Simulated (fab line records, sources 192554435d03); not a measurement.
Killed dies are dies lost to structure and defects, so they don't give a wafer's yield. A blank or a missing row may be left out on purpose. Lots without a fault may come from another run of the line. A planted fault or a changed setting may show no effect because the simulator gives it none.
Split-lot experiment | flow n5_finfet | 7 lots, 21 wafers read, on a route of 1938 steps

THE SPLIT
At N5_BEOL_M7_DESCUM_33 (chemistry O2, time 7 s), the setting time_s was moved away from the recipe's 7 s on 6 of the 21 wafers read, by -7.3% to +17.4%. The other wafers ran this setting at the recipe's value.

The file shows no step between the split and the reading.

THE READING
CAR-EUV_of_BEOL_M7_COAT_22.thk_nm (the simulator's own value, which no gauge read), in nm, at N5_BEOL_M7_ETCH_72 (etches underlayer in N2/H2, target depth 6.5 nm, time 5.2 s). The file gives no usual value for it. The 15 wafers here that ran the recipe average 20.3 nm, standard deviation 0.11 nm.

wafer  | tool, chamber at the split | time_s as run, s | against the recipe | CAR-EUV_of_BEOL_M7_COAT_22.thk_nm, nm | against lot-mates on the recipe
L074.1 | rie_diel-06, 2,1           | 7                | recipe             | 20.4                                  | -
L074.5 | rie_diel-06, 1             | 7                | recipe             | 20.4                                  | -
L074.4 | rie_diel-06, 2,1           | 7                | recipe             | 20.2                                  | -
L075.3 | rie_diel-05, 1             | 7                | recipe             | 20.4                                  | -
L075.4 | rie_diel-05, 3,0           | 6.489            | -7.3%              | 20.6                                  | +0.2
L075.5 | rie_diel-05, 3,0           | 6.489            | -7.3%              | 20.8                                  | +0.4
L076.3 | rie_diel-05, 1,2,3         | 7                | recipe             | 20.2                                  | -
L076.6 | rie_diel-05, 1,2,3         | 7                | recipe             | 20.2                                  | -
L076.4 | rie_diel-05, 1,2,3         | 7                | recipe             | 20.4                                  | -
L078.2 | rie_diel-06, 3             | 7                | recipe             | 20.2                                  | -
L078.5 | rie_diel-06, 3             | 7                | recipe             | 20.4                                  | -
L078.6 | rie_diel-06, 1             | 6.544            | -6.5%              | 20.6                                  | +0.3
L089.1 | rie_diel-05, 3,2           | 7.929            | +13.3%             | 19.8                                  | -0.6
L089.3 | rie_diel-05, 3,2           | 7.929            | +13.3%             | 19.8                                  | -0.6
L089.4 | rie_diel-05, 2             | 7                | recipe             | 20.4                                  | -
L091.2 | rie_diel-02, 1             | 7                | recipe             | 20.4                                  | -
L091.3 | rie_diel-02, 0,2           | 7                | recipe             | 20.4                                  | -
L091.4 | rie_diel-02, 0,2           | 7                | recipe             | 20.2                                  | -
L092.1 | rie_diel-02, 3,2           | 7                | recipe             | 20.6                                  | -
L092.2 | rie_diel-02, 1             | 8.221            | +17.4%             | 19.8                                  | -0.7
L092.4 | rie_diel-02, 3,2           | 7                | recipe             | 20.4                                  | -
Where a row lists several chambers, the file gives one row for several wafers and doesn't say which wafer went through which chamber.

THE FIT
A straight line over all 21 wafers: CAR-EUV_of_BEOL_M7_COAT_22.thk_nm changes by -0.0386 nm for each +1% of time_s; r = -0.91; the points scatter about the line by 0.11 nm.
The same after taking each lot's own level away (the mean of its wafers on the recipe; 21 wafers): -0.0428 nm for each +1%; r = -0.95; scatter 0.087 nm.
On that fit, the largest move of time_s shifts the reading by 0.75 nm.
The lots' own levels span 20.27 to 20.50 nm, that is 2.0 times the standard deviation above.
So the lot-to-lot level changes the slope little: the two slopes agree.
Check: with one of the wafers moved furthest among these (+17.4%) left out of the fit, the line predicts -0.777 nm for it against its lot-mates. It came out at -0.7 nm against them.

OTHER SPLITS ON THESE WAFERS
These wafers also went through other splits before the reading. Each is held against what the fit with the lots' levels taken away leaves over:
other split on the same wafers | wafers away from the commonest value | r with CAR-EUV_of_BEOL_M7_COAT_22.thk_nm (lot level and that fit taken away)
N5_BEOL_M6_DESCUM_33 time_s    | 9                                    | -0.14
N5_BEOL_M6_ETCH_66 bias_w      | 4                                    | +0.01
N5_BEOL_M6_ALD_77 ald_cycles   | 8                                    | +0.22

THE WHOLE CHAIN: every reading that the file lists as answering this split, in the file's order
step                 | what it does                                                | reading                                                                            | change (the file's fit)                | r (the file's)
N5_BEOL_M7_DESCUM_33 | chemistry O2, time 7 s                                      | CAR-EUV_of_BEOL_M7_COAT_22.thk_nm (the simulator's own value, which no gauge read) | -0.0344 nm for each +1% of the setting | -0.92
N5_BEOL_M7_ETCH_72   | etches underlayer in N2/H2, target depth 6.5 nm, time 5.2 s | CAR-EUV_of_BEOL_M7_COAT_22.thk_nm (the simulator's own value, which no gauge read) | -0.0422 nm for each +1% of the setting | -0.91

THE FILE'S OWN FIT
CAR-EUV_of_BEOL_M7_COAT_22.thk_nm changes by -0.0422 nm for each +1% of time_s, r = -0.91.
